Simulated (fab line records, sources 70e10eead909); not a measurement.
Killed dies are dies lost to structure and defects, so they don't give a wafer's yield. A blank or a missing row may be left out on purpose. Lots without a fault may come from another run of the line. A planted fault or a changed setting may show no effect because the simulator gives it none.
Chamber matching | flow nand_harc | NHARC_A_WL_FILL_ALD_10 on ald_hk-04: 4 sister chambers
The step deposits SiO2, target thk 50 nm, pulse time 10 s, ald cycles 500. 8 wafers are shown with their chamber, then 6 later ones without.

WAFERS WITH THEIR CHAMBER
wafer  | chamber | heater_power_w (W) | precursor_pulse_height_rel
L776.5 | 2       | 419                | 0.978
L780.1 | 0       | 529                | 1.035
L780.5 | 1       | 492                | 1.000
L785.2 | 3       | 525                | 0.997
L785.3 | 0       | 537                | 0.996
L785.1 | 2       | 407                | 0.981
L792.3 | 1       | 477                | 1.026
L792.2 | 3       | 518                | 0.978

WAFERS WITHOUT THEIR CHAMBER
wafer  | heater_power_w (W) | precursor_pulse_height_rel
L795.1 | 418                | 0.964
L795.2 | 497                | 0.989
L795.3 | 531                | 0.975
L799.2 | 528                | 0.958
L799.1 | 407                | 0.985
L799.6 | 535                | 1.009

WHICH CHAMBER EACH WENT THROUGH
wafer  | from the rows above     | in truth
L795.1 | 2                       | 2
L795.2 | can't be placed: 1 or 3 | 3
L795.3 | can't be placed: 3 or 0 | 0
L799.2 | can't be placed: 3 or 0 | 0
L799.1 | 2                       | 2
L799.6 | can't be placed: 0 or 3 | 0
Placed correctly: 2 of 6. Can't be placed from these rows: 4 (the true chamber is among the candidates in 4). Placed wrongly: 0.
How it was worked out, from the rows above alone: a wafer's distance from a chamber is the root of the sum, over the readings, of the square of ((its reading less the chamber's mean) divided by the reading's scatter). The wafer belongs to the nearest chamber; if the next one is less than 2 further off, it can't be placed. A chamber's mean is the mean of its shown wafers. The scatter: the root of (the sum of the squares of (reading less its chamber's mean) over the shown wafers, divided by (wafers less chambers)).
